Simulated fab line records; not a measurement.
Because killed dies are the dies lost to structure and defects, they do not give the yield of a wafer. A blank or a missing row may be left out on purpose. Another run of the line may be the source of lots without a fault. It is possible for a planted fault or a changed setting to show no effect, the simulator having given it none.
Split-lot experiment :: flow n5Finfet :: 21 wafers read from 7 lots, route of 1938 steps

## ABOUT THE SPLIT
At N5_BEOL_M5_COAT_05 (resist thk 30 nm), the setting spinRpm was moved away from the recipe's 1500 rpm on 9 of the 21 wafers read, by -10.1% to +7.3%. The other wafers ran this setting at the recipe's value.

## FROM THE SPLIT TO THE READING: what the file shows between them, 4 steps
- N5_BEOL_M5_EBR_07
- N5_BEOL_M5_SOFTBAKE_06: time 60 s
- N5_BEOL_M5_EXPOSE_08: exposes mask M5, target cd 28 nm
- N5_BEOL_M5_PEB_09: peb time 60 s

## THE READING
CAR-EUV_of_BEOL_M5_COAT_05.thkNm (the simulator's own value, which no gauge read), in nm, at N5_BEOL_M5_DEVELOP_10 (develop time 30 s). The file gives no usual value for it. Across the 12 wafers here that went through the recipe, the average is 29.6 nm and the standard deviation 0.12 nm.

wafer: L074.1
tool, chamber at the split: lithoTrack-05, 0
spinRpm as run, rpm: 1500
against the recipe: recipe
CAR-EUV_of_BEOL_M5_COAT_05.thkNm, nm: 29.6
against lot-mates on the recipe: -

wafer: L074.3
tool, chamber at the split: lithoTrack-05, 0
spinRpm as run, rpm: 1348
against the recipe: -10.1%
CAR-EUV_of_BEOL_M5_COAT_05.thkNm, nm: 31.2
against lot-mates on the recipe: +1.6

wafer: L074.5
tool, chamber at the split: lithoTrack-05, 0
spinRpm as run, rpm: 1348
against the recipe: -10.1%
CAR-EUV_of_BEOL_M5_COAT_05.thkNm, nm: 31
against lot-mates on the recipe: +1.4

wafer: L080.2
tool, chamber at the split: lithoTrack-05, 0
spinRpm as run, rpm: 1348
against the recipe: -10.1%
CAR-EUV_of_BEOL_M5_COAT_05.thkNm, nm: 31
against lot-mates on the recipe: +1.5

wafer: L080.5
tool, chamber at the split: lithoTrack-05, 0
spinRpm as run, rpm: 1500
against the recipe: recipe
CAR-EUV_of_BEOL_M5_COAT_05.thkNm, nm: 29.6
against lot-mates on the recipe: -

wafer: L080.6
tool, chamber at the split: lithoTrack-05, 0
spinRpm as run, rpm: 1500
against the recipe: recipe
CAR-EUV_of_BEOL_M5_COAT_05.thkNm, nm: 29.4
against lot-mates on the recipe: -

wafer: L083.1
tool, chamber at the split: lithoTrack-05, 0
spinRpm as run, rpm: 1385
against the recipe: -7.7%
CAR-EUV_of_BEOL_M5_COAT_05.thkNm, nm: 30.8
against lot-mates on the recipe: +1.2

wafer: L083.5
tool, chamber at the split: lithoTrack-05, 0
spinRpm as run, rpm: 1385
against the recipe: -7.7%
CAR-EUV_of_BEOL_M5_COAT_05.thkNm, nm: 30.8
against lot-mates on the recipe: +1.2

wafer: L083.2
tool, chamber at the split: lithoTrack-05, 0
spinRpm as run, rpm: 1500
against the recipe: recipe
CAR-EUV_of_BEOL_M5_COAT_05.thkNm, nm: 29.6
against lot-mates on the recipe: -

wafer: L086.3
tool, chamber at the split: lithoTrack-05, 0
spinRpm as run, rpm: 1609
against the recipe: +7.3%
CAR-EUV_of_BEOL_M5_COAT_05.thkNm, nm: 28.6
against lot-mates on the recipe: -1.0

wafer: L086.6
tool, chamber at the split: lithoTrack-05, 0
spinRpm as run, rpm: 1609
against the recipe: +7.3%
CAR-EUV_of_BEOL_M5_COAT_05.thkNm, nm: 28.6
against lot-mates on the recipe: -1.0

wafer: L086.4
tool, chamber at the split: lithoTrack-05, 0
spinRpm as run, rpm: 1500
against the recipe: recipe
CAR-EUV_of_BEOL_M5_COAT_05.thkNm, nm: 29.6
against lot-mates on the recipe: -

wafer: L091.1
tool, chamber at the split: lithoTrack-05, 0
spinRpm as run, rpm: 1500
against the recipe: recipe
CAR-EUV_of_BEOL_M5_COAT_05.thkNm, nm: 29.6
against lot-mates on the recipe: -

wafer: L091.2
tool, chamber at the split: lithoTrack-05, 0
spinRpm as run, rpm: 1500
against the recipe: recipe
CAR-EUV_of_BEOL_M5_COAT_05.thkNm, nm: 29.8
against lot-mates on the recipe: -

wafer: L091.5
tool, chamber at the split: lithoTrack-05, 0
spinRpm as run, rpm: 1382
against the recipe: -7.9%
CAR-EUV_of_BEOL_M5_COAT_05.thkNm, nm: 31
against lot-mates on the recipe: +1.3

wafer: L093.3
tool, chamber at the split: lithoTrack-01, 0
spinRpm as run, rpm: 1500
against the recipe: recipe
CAR-EUV_of_BEOL_M5_COAT_05.thkNm, nm: 29.6
against lot-mates on the recipe: -

wafer: L093.6
tool, chamber at the split: lithoTrack-01, 0
spinRpm as run, rpm: 1500
against the recipe: recipe
CAR-EUV_of_BEOL_M5_COAT_05.thkNm, nm: 29.6
against lot-mates on the recipe: -

wafer: L093.5
tool, chamber at the split: lithoTrack-01, 0
spinRpm as run, rpm: 1581
against the recipe: +5.4%
CAR-EUV_of_BEOL_M5_COAT_05.thkNm, nm: 28.8
against lot-mates on the recipe: -0.8

wafer: L097.3
tool, chamber at the split: lithoTrack-03, 0
spinRpm as run, rpm: 1500
against the recipe: recipe
CAR-EUV_of_BEOL_M5_COAT_05.thkNm, nm: 29.4
against lot-mates on the recipe: -

wafer: L097.4
tool, chamber at the split: lithoTrack-03, 0
spinRpm as run, rpm: 1500
against the recipe: recipe
CAR-EUV_of_BEOL_M5_COAT_05.thkNm, nm: 29.4
against lot-mates on the recipe: -

wafer: L097.6
tool, chamber at the split: lithoTrack-03, 0
spinRpm as run, rpm: 1500
against the recipe: recipe
CAR-EUV_of_BEOL_M5_COAT_05.thkNm, nm: 29.4
against lot-mates on the recipe: -

FIT RESULTS
A straight line over all 21 wafers: CAR-EUV_of_BEOL_M5_COAT_05.thkNm changes by -0.15 nm for each +1% of spinRpm; r = -0.99; the points scatter about the line by 0.13 nm.
The same after taking each lot's own level away (the mean of its wafers on the recipe; 21 wafers): -0.149 nm for each +1%; r = -1.00; scatter 0.069 nm.
The reading moves by 1.5 nm for the largest change in spinRpm, on that fit.
The span of the lots' own levels, 29.40 to 29.70 nm, comes to 2.5 times the standard deviation stated above.
Consequently the slope shifts little with the lot-to-lot level, the two slopes agreeing.
Check: for one of the wafers moved furthest among these (-10.1%), held out of the fit, the line's prediction against its lot-mates is +1.51 nm. It came out at +1.6 nm against them.

## OTHER SPLITS APPLIED TO THESE WAFERS
Before the reading, these wafers also passed through other splits. Each is held against what the fit with the lots' levels taken away leaves over:
other split on the same wafers: N5_BEOL_M4_DESCUM_33 timeS
wafers away from the commonest value: 10
r with CAR-EUV_of_BEOL_M5_COAT_05.thkNm (lot level and that fit taken away): -0.45

other split on the same wafers: N5_BEOL_M4_DEP_57 timeS
wafers away from the commonest value: 6
r with CAR-EUV_of_BEOL_M5_COAT_05.thkNm (lot level and that fit taken away): +0.17

## THE WHOLE CHAIN: every reading that the file lists as answering this split, in the file's order
step: N5_BEOL_M5_COAT_05
what it does: resist thk 30 nm
reading: CAR-EUV_of_BEOL_M5_COAT_05.thkNm (the simulator's own value, which no gauge read)
change (the file's fit): -0.156 nm for each +1% of the setting
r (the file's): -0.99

step: N5_BEOL_M5_DEVELOP_10
what it does: develop time 30 s
reading: CAR-EUV_of_BEOL_M5_COAT_05.thkNm (the simulator's own value, which no gauge read)
change (the file's fit): -0.151 nm for each +1% of the setting
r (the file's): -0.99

## THE FILE'S OWN FIT
CAR-EUV_of_BEOL_M5_COAT_05.thkNm changes by -0.151 nm for each +1% of spinRpm, r = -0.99.
